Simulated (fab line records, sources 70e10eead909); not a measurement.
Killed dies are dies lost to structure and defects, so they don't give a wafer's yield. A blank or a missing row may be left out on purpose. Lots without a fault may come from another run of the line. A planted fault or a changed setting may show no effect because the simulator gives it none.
fab line records | flow nand_harc
record lots=7 wafers=21 last_day=33
route steps=1302 shown A_CONTACT@985
lots that met no fault: from a run of the same line without faults
start_h: hours from the record's first day to the start of the lot's first wafer shown | wait_h: hours since the lot's step before | " the same as in the row above | L1.1+2: a row that stands for several wafers | - no value, or no start given | * or withheld: withheld | < > ~ a bound
route shown NAME@n: a module of which the file shows steps, and the number in the route of the first | usual: mean/standard deviation of fault-free wafers | same: alike in all rows | chamber/n: place in a boat | sites: the reading at each site | _std_site: their standard deviation | _edge_site: outer sites' mean less inner sites' | radius_mm: how far each site lies from the wafer's centre | mask NAME#n: copy n | behind: the tool/chamber that last shaped the wafer | hold: why the lot was held/for how many hours/how that ended | device: the transistor (n, p or np) that didn't switch | end of line: the same wafers' tests at the end of the route | a step without rows: its recipe alone | killed: dies lost to structure and defects at the first sort, not the wafer's yield | map: a wafer's dies, x killed, . not, _ none there
set.NAME: the setting as run; set.NAME@STEP: as run at that earlier step | model.NAME: the simulator's own value behind a step, which no gauge read
lots at some steps of the route; a table a step, a row a wafer
services: from which hour (start_h, from the record's first day; less than 0 if before it) a tool's chamber was out of use, for how many hours, and why
## steps
# step NHARC_A_CONTACT_DEP_28
# recipe target_thk_a=70000 temp_c=400 material=aC
# usual throttle_valve_pct=35.000/0.0092
# columns lot.wafer tool chamber start_h wait_h throttle_valve_pct
L366.1 acl_dep-01 0 564.37 1.1 34.987
L366.3 " 0 565.78 2.5 35.002
L366.4 " 0 " " 35.011
L369.1 acl_dep-01 0 592.72 0.1 35.007
L369.4 " 0 594.83 2.2 35.008
L369.6 " 0 596.23 3.6 34.995
L370.4 acl_dep-02 0 594.46 2.2 34.998
L370.5 " 0 " " 35.026
L370.6 " 0 " " 35.010
L373.2 acl_dep-03 0 619.57 1.4 35.002
L373.3 " 0 " " 35.005
L373.5 " 0 621.68 3.5 34.989
L379.1 acl_dep-03 0 691.93 0.1 35.001
L379.4 " 0 694.03 2.2 35.001
L379.5 " 0 " " 34.997
L380.1 acl_dep-01 0 701.00 1.1 34.989
L380.2 " 0 " " 35.017
L380.5 " 0 703.86 3.9 35.012
L381.2 acl_dep-01 0 712.81 4.5 34.988
L381.4 " 0 714.23 6.0 34.994
L381.5 " 0 " " 34.989
# step NHARC_A_CONTACT_DEP_29
# recipe target_thk_a=1000 target_thk_nm=100 temp_c=400 pressure_torr=3.5 flow_sccm=200 rf_w=350 material=SiON
# usual heater_power_w=712/82 rf_fwd_power_W=348.7/1.1
# columns lot.wafer tool chamber start_h wait_h heater_power_w rf_fwd_power_W
L366.3 pecvd-01 0 568.64 2.1 662 350.4
L366.1 " 1 " " 707 348.2
L366.4 " 0 " " 649 349.5
L370.6 pecvd-03 0 596.68 0.1 855 347.7
L370.4 " 1 " " 646 350.3
L370.5 " 2 " " 725 348.7
L369.1 pecvd-01 2 597.01 3.6 731 350.0
L369.6 " 0 " " 699 350.6
L369.4 " 1 " " 711 349.4
L373.2 pecvd-03 0 623.14 2.9 816 348.4
L373.3 " 1 " " 594 349.2
L373.5 " 1 " " 596 349.3
L379.1 pecvd-01 1 696.19 3.6 743 350.0
L379.4 " 1 " " 738 349.3
L379.5 " 2 " " 713 348.3
L380.2 pecvd-02 2 705.31 2.9 643 347.6
L380.1 " 0 " " 667 349.7
L380.5 " 1 " " 773 348.7
L381.2 pecvd-03 1 716.44 2.9 636 349.1
L381.4 " 2 " " 719 349.9
L381.5 " 1 " " 628 348.6
# step NHARC_A_CONTACT_DEHYDRATE_32
# recipe temp_c=150 time_s=120
# step NHARC_A_CONTACT_HMDS_33
# recipe time_s=30
# step NHARC_A_CONTACT_COAT_34
# recipe temp_c=260 time_s=75
# step NHARC_A_CONTACT_COAT_35
# recipe temp_c=225 time_s=65
# step NHARC_A_CONTACT_COAT_36
# recipe spin_rpm=1500 resist_thk_nm=90
# step NHARC_A_CONTACT_SOFTBAKE_37
# recipe temp_c=105 time_s=55
# step NHARC_A_CONTACT_EBR_38
# step NHARC_A_CONTACT_EXPOSE_39
# recipe na=1.35 sigma_outer=0.8 dose_mj=58.79 mask_id=A_CC_3
# step NHARC_A_CONTACT_PEB_40
# recipe peb_temp_c=100 peb_time_s=65
# step NHARC_A_CONTACT_DEVELOP_41
# recipe develop_time_s=35 dev_temp_c=23
# usual chill_plate_temp_C=22.99/0.1 develop_time_s=35/0 exhaust_pa=45.1/0.86
# columns lot.wafer tool chamber start_h wait_h chill_plate_temp_C develop_time_s exhaust_pa
L366.1 litho_track-06 0 569 - 23.26 35 45.3
L366.3 " 0 " " 22.95 35 46.1
L366.4 " 0 " " 23.02 35 45.7
L370.4 litho_track-06 - 597 - - - -
L370.5 " - " " - - -
L370.6 " - " " - - -
L369.1 litho_track-01 - 597 - - - -
L369.4 " - " " - - -
L369.6 " - " " - - -
L373.2 litho_track-06 - 623 - - - -
L373.3 " - " " - - -
L373.5 " - " " - - -
L379.1 litho_track-06 0 696 - 23.03 35 45.5
L379.4 " 0 " " 23.08 35 45.1
L379.5 " 0 " " 22.92 35 44.6
L380.1 litho_track-04 0 705 - 23.01 35 43.6
L380.2 " 0 " " 23.11 35 45.9
L380.5 " 0 " " 22.99 35 45.4
L381.2 litho_track-06 0 716 - 23.09 35 43.6
L381.4 " 0 " " 23.19 35 45.3
L381.5 " 0 " " 22.85 35 46.4
# step NHARC_A_CONTACT_CD_MEAS_42
# recipe target_cd_nm=300 landing_energy_ev=500
# usual cd_nm=299.8/0.73
# columns lot.wafer tool chamber start_h wait_h cd_nm
L366.1 cd_sem-03 0 569.24 - 299.8
L366.3 " 0 " " 301.5
L366.4 " 0 " " 299.5
L370.4 cd_sem-02 0 597.33 - -
L370.5 " 0 " " -
L370.6 " 0 " " -
L369.1 cd_sem-01 0 597.68 - -
L369.4 " 0 " " -
L369.6 " 0 " " -
L373.2 cd_sem-03 0 623.83 - -
L373.3 " 0 " " -
L373.5 " 0 " " -
L379.1 cd_sem-02 0 696.79 - 299.3
L379.4 " 0 " " 299.5
L379.5 " 0 " " 299.7
L380.1 cd_sem-02 0 705.91 - 299.1
L380.2 " 0 " " 300.2
L380.5 " 0 " " 299.3
L381.2 cd_sem-02 0 716.98 - 299.2
L381.4 " 0 " " 301.0
L381.5 " 0 " " 301.3
## services
# columns tool chamber start_h hours kind
pecvd-03 - 547.18 13.0 pm
pecvd-03 0 547.18 13.0 vent_cycle
pecvd-03 1 547.18 13.0 vent_cycle
pecvd-03 2 547.18 13.0 vent_cycle
acl_dep-01 - 549.46 13.0 pm
litho_track-04 - 553.00 7.0 pm
pecvd-03 0 560.18 - clean
pecvd-03 1 560.18 - clean
pecvd-03 2 560.18 - clean
pecvd-02 - 589.32 13.0 pm
acl_dep-02 - 608.50 13.0 pm
pecvd-03 0 612.42 3.4 repair
pecvd-01 - 649.01 1.3 repair
pecvd-01 0 658.12 9.8 repair
acl_dep-03 - 662.41 13.0 pm
pecvd-01 - 673.22 13.0 pm
pecvd-01 0 673.22 13.0 vent_cycle
pecvd-01 1 673.22 13.0 vent_cycle
pecvd-01 2 673.22 13.0 vent_cycle
litho_track-01 - 680.00 7.0 pm
pecvd-01 0 686.22 - clean
pecvd-01 1 686.22 - clean
pecvd-01 2 686.22 - clean
litho_track-06 - 704.00 7.0 pm
## key
first_sign step=NHARC_A_CONTACT_DEVELOP_41 reading=tool_record direction=missing
effect none on later readings
met_at NHARC_A_CONTACT_DEVELOP_41
struck_wafers L369.1,L369.4,L369.6,L370.4,L370.5,L370.6,L373.2,L373.3,L373.5
later_rows_left_out L369.1,L369.4,L369.6,L370.4,L370.5,L370.6,L373.2,L373.3,L373.5
sort_left_out L369.1,L369.4,L369.6,L370.4,L370.5,L370.6,L373.2,L373.3,L373.5
tester_left_out L369,L370,L373
onset_between 569 597
fault kind=skipped_step_whole tool=litho_track-01,litho_track-06 chamber=- onset_h=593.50 steps=NHARC_A_CONTACT_DEVELOP_41 scope=struck_lots_only
# tester_left_out: of these lots the tester's yield and bins aren't shown, on N5 and GAA mostly nor the transistor test; their killed dies are dies lost to structure and defects alone, not to doping, threshold or leakage, so they don't give the yield
# sort_left_out: the simulated sort isn't trusted on such a fault, so these wafers' sort isn't shown, and their yield isn't known
# later_rows_left_out: the simulator's readings of these wafers behind a module that went badly wrong aren't trusted and aren't shown, but for the sort
